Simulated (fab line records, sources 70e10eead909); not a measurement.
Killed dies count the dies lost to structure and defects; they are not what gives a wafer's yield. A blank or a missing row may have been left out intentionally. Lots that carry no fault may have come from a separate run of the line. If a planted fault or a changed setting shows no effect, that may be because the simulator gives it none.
The tool behind it: which one? :: flow nandHarc :: 33 wafers from 11 lots sampled at 4 of the route's 1302 steps

## WHAT THE GAUGES READ, wafer by wafer
NHARC_END_SORT_01.
lot: L118
measured: day 24 15:04
on: prober-02
sort_bin_3_pct (%): 0.1 1.0 1.2

lot: L122
measured: day 26 13:04
on: prober-01
sort_bin_3_pct (%): 1.0 0.6 4.3

lot: L132
measured: day 29 17:14
on: prober-01
sort_bin_3_pct (%): 0 0.3 0.3

lot: L130
measured: day 29 17:14
on: prober-02
sort_bin_3_pct (%): 0.4 0.9 0.1

lot: L133
measured: day 30 12:41
on: prober-01
sort_bin_3_pct (%): 0.6 0.6 0

lot: L135
measured: day 31 20:35
on: prober-01
sort_bin_3_pct (%): 0.9 0.7 0.4

lot: L131
measured: day 31 22:57
on: prober-02
sort_bin_3_pct (%): 0.6 0.4 0.1

lot: L136
measured: day 32 20:53
on: prober-01
sort_bin_3_pct (%): 0.4 0.3 0.3

lot: L138
measured: day 33 03:11
on: prober-02
sort_bin_3_pct (%): 0.4 0.6 0.3

lot: L139
measured: day 33 11:36
on: prober-01
sort_bin_3_pct (%): 0.6 0.9 0.3

lot: L137
measured: day 33 23:08
on: prober-02
sort_bin_3_pct (%): 0.3 0.3 0

## EACH LOT AND THE TOOL THAT RAN IT (in order: tool; ch and the chambers of the sampled wafers; start)
lot: L118
NHARC_A_BONDPAD_ETCH_24: rieDiel-06 ch 0,2,3, day 23 10:05
NHARC_THIN_TSV_ETCH_44: rieDiel-09 ch 0,1,2, day 24 00:32
NHARC_THIN_TSV_STRIP_56: plasmaAsher-01 ch 0,1, day 24 06:41

lot: L122
NHARC_A_BONDPAD_ETCH_24: rieDiel-12 ch 1,2,3, day 25 04:25
NHARC_THIN_TSV_ETCH_44: rieDiel-08 ch 0,1, day 25 19:02
NHARC_THIN_TSV_STRIP_56: plasmaAsher-02 ch 0,1, day 26 01:22

lot: L132
NHARC_A_BONDPAD_ETCH_24: rieDiel-12 ch 0,2,3, day 28 11:31
NHARC_THIN_TSV_ETCH_44: rieDiel-08 ch 2,3, day 29 02:31
NHARC_THIN_TSV_STRIP_56: plasmaAsher-01 ch 0,1, day 29 08:50

lot: L130
NHARC_A_BONDPAD_ETCH_24: rieDiel-04 ch 0,2,3, day 28 13:07
NHARC_THIN_TSV_ETCH_44: rieDiel-08 ch 1,3, day 29 03:42
NHARC_THIN_TSV_STRIP_56: plasmaAsher-01 ch 0,1, day 29 10:02

lot: L133
NHARC_A_BONDPAD_ETCH_24: rieDiel-12 ch 0,3, day 29 03:27
NHARC_THIN_TSV_ETCH_44: rieDiel-08 ch 1,2,3, day 29 21:17
NHARC_THIN_TSV_STRIP_56: plasmaAsher-02 ch 0,1, day 30 03:29

lot: L135
NHARC_A_BONDPAD_ETCH_24: rieDiel-12 ch 0,1,2, day 30 14:10
NHARC_THIN_TSV_ETCH_44: rieDiel-05 ch 1,2,3, day 31 04:36
NHARC_THIN_TSV_STRIP_56: plasmaAsher-02 ch 0,1, day 31 10:46

lot: L131
NHARC_A_BONDPAD_ETCH_24: rieDiel-06 ch 0,1,2, day 30 17:44
NHARC_THIN_TSV_ETCH_44: rieDiel-09 ch 0,2,3, day 31 08:09
NHARC_THIN_TSV_STRIP_56: plasmaAsher-02 ch 0,1, day 31 14:29

lot: L136
NHARC_A_BONDPAD_ETCH_24: rieDiel-12 ch 1,2, day 31 01:14
NHARC_THIN_TSV_ETCH_44: rieDiel-09 ch 1,2, day 32 02:53
NHARC_THIN_TSV_STRIP_56: plasmaAsher-01 ch 0,1, day 32 09:29

lot: L138
NHARC_A_BONDPAD_ETCH_24: rieDiel-06 ch 0,1,3, day 31 18:32
NHARC_THIN_TSV_ETCH_44: rieDiel-08 ch 1,2,3, day 32 13:40
NHARC_THIN_TSV_STRIP_56: plasmaAsher-01 ch 0,1, day 32 20:13

lot: L139
NHARC_A_BONDPAD_ETCH_24: rieDiel-12 ch 1,3, day 32 01:49
NHARC_THIN_TSV_ETCH_44: rieDiel-08 ch 0,1,3, day 32 16:43
NHARC_THIN_TSV_STRIP_56: plasmaAsher-02 ch 0,1, day 32 23:17

lot: L137
NHARC_A_BONDPAD_ETCH_24: rieDiel-06 ch 0,2,3, day 32 13:34
NHARC_THIN_TSV_ETCH_44: rieDiel-05 ch 1,2,3, day 33 06:58
NHARC_THIN_TSV_STRIP_56: plasmaAsher-01 ch 0,1, day 33 14:04
- NHARC_A_BONDPAD_ETCH_24: etches the open film in CF4/N2, target depth 30 nm, time 72.99 s.
- NHARC_THIN_TSV_ETCH_44: etches the open film in CF4/O2, target depth 1594.2 nm, time 797.1 s.
- NHARC_THIN_TSV_STRIP_56: strips in O2.

## THE ANSWER, worked out from the rows above alone
Rule: the lots themselves supply what counts as usual. Put in order of their means at a reading, lots are off if they are a third of the lots or fewer, leave a main group of 4 or more, and stand apart from it by a gap of 3 or more times the standard deviation of the main group's means; of several such gaps the widest counts. A main group whose means are all the same, to the digits that the tables above print for the reading, isn't used. Also off: a lot with no number at a reading for which 4 or more lots have one. Where the step has rows for the other lots, those lots are counted as sound.
Off, at NHARC_END_SORT_01 on sort_bin_3_pct: L122. The main group has a mean of 0.4 % with a standard deviation of 0.18.
If a tool, at a process step before that reading, ran all the lots that are off and no sound lot after the first of them, it fits. Those tools and the gauges at NHARC_END_SORT_01 are tried in the same way. Not one of the candidates tried fits.

## WHAT WAS PUT IN BY THE SIMULATOR
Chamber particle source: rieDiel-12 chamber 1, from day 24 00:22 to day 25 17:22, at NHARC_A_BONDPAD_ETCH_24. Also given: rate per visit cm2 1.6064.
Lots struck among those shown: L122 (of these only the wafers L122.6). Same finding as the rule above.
